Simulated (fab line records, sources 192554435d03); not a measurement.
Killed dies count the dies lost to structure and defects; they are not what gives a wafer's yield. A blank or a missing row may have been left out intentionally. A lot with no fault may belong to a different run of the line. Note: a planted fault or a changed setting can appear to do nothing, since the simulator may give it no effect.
Split-lot experiment	flow n5_finfet	21 wafers read across 7 lots, on a route 1938 steps long

ON THE SPLIT
At N5_BEOL_M8_EXPOSE_25 (exposes mask V7, target cd 40 nm), the setting dose_mj was moved away from the recipe's 42.5 on 8 of the 21 wafers read, by -7.1% to +7.2%. For the rest of the wafers, this setting stayed at what the recipe calls for.

FROM THE SPLIT TO THE READING: what the file shows between them, 2 steps
- N5_BEOL_M8_PEB_26: peb time 60 s
- N5_BEOL_M8_DEVELOP_27: develop time 30 s

THE READING
Shown in nm: cd_nm at N5_BEOL_M8_CD_MEAS_28, with target cd 40 nm. Typical for fault-free wafers on this fab line: 40.10 nm, with standard deviation 0.22 nm.

wafer	tool, chamber at the split	dose_mj as run	against the recipe	cd_nm, nm	against lot-mates on the recipe
L076.1	euv_scanner-02, 0	39.47	-7.1%	38.70	-1.27
L076.3	euv_scanner-02, 0	42.5	recipe	40.10	-
L076.6	euv_scanner-02, 0	42.5	recipe	39.83	-
L082.2	euv_scanner-02, 0	42.5	recipe	40.25	-
L082.4	euv_scanner-02, 0	42.5	recipe	40.21	-
L082.5	euv_scanner-02, 0	41.5	-2.4%	39.49	-0.74
L088.1	euv_scanner-01, 0	42.5	recipe	40.22	-
L088.3	euv_scanner-01, 0	42.5	recipe	40.58	-
L088.4	euv_scanner-01, 0	42.5	recipe	40.06	-
L090.1	euv_scanner-01, 0	40.03	-5.8%	39.00	-0.99
L090.2	euv_scanner-01, 0	40.03	-5.8%	38.76	-1.23
L090.3	euv_scanner-01, 0	42.5	recipe	39.99	-
L091.3	euv_scanner-01, 0	45.56	+7.2%	41.46	no lot-mate on the recipe
L091.4	euv_scanner-01, 0	45.56	+7.2%	41.54	no lot-mate on the recipe
L091.6	euv_scanner-01, 0	45.56	+7.2%	41.77	no lot-mate on the recipe
L092.1	euv_scanner-02, 0	42.5	recipe	40.12	-
L092.3	euv_scanner-02, 0	42.5	recipe	39.83	-
L092.4	euv_scanner-02, 0	42.5	recipe	39.83	-
L096.2	euv_scanner-01, 0	42.5	recipe	40.01	-
L096.3	euv_scanner-01, 0	42.5	recipe	40.04	-
L096.5	euv_scanner-01, 0	43.39	+2.1%	40.64	+0.62

THE FIT
A straight line over all 21 wafers: cd_nm changes by +0.208 nm for each +1% of dose_mj; r = +0.97; the points scatter about the line by 0.18 nm.
The same after taking each lot's own level away (the mean of its wafers on the recipe; 18 wafers): +0.195 nm for each +1%; r = +0.95; scatter 0.16 nm.
That fit puts the effect of the largest move of dose_mj on the reading at 1.4 nm.
Measured against the standard deviation above, the lots' own levels, which go from 39.927 to 40.287 nm, span 1.6 times it.
The two slopes are in agreement: the lot-to-lot level therefore moves the slope only a little.
Check: -1.47 nm against its lot-mates is what the line predicts for one of the wafers moved furthest among these (-7.1%) when that wafer is left out of the fit. It came out at -1.27 nm against them.

THESE WAFERS: OTHER SPLITS
Other splits were also applied to these wafers ahead of the reading. Each is held against what the fit with the lots' levels taken away leaves over:
other split on the same wafers	wafers away from the commonest value	r with cd_nm (lot level and that fit taken away)
N5_BEOL_M4_DESCUM_33 time_s	12	+0.05
N5_BEOL_M5_COAT_60 spin_rpm	8	+0.07
N5_BEOL_M7_PECVD_70 temp_c	4	+0.02
N5_BEOL_M7_COAT_71 spin_rpm	6	+0.11
N5_BEOL_M7_DESCUM_33 time_s	3	+0.11

THE WHOLE CHAIN: every reading that the file lists as answering this split, in the file's order
step	what it does	reading	change (the file's fit)	r (the file's)
N5_BEOL_M8_CD_MEAS_28	target cd 40 nm	cd_nm	+0.196 nm for each +1% of the setting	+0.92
N5_BEOL_M8_DESCUM_33	chemistry O2, time 7 s	BEOL_M8.cd_nm (the simulator's own value, which no gauge read)	+0.217 nm for each +1% of the setting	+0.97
N5_BEOL_M8_ETCH_72	etches underlayer in N2/H2, target depth 6.5 nm, time 5.2 s	BEOL_M8.cd_nm (the simulator's own value, which no gauge read)	+0.236 nm for each +1% of the setting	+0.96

FILE'S OWN FIT
cd_nm changes by +0.196 nm for each +1% of dose_mj, r = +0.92.
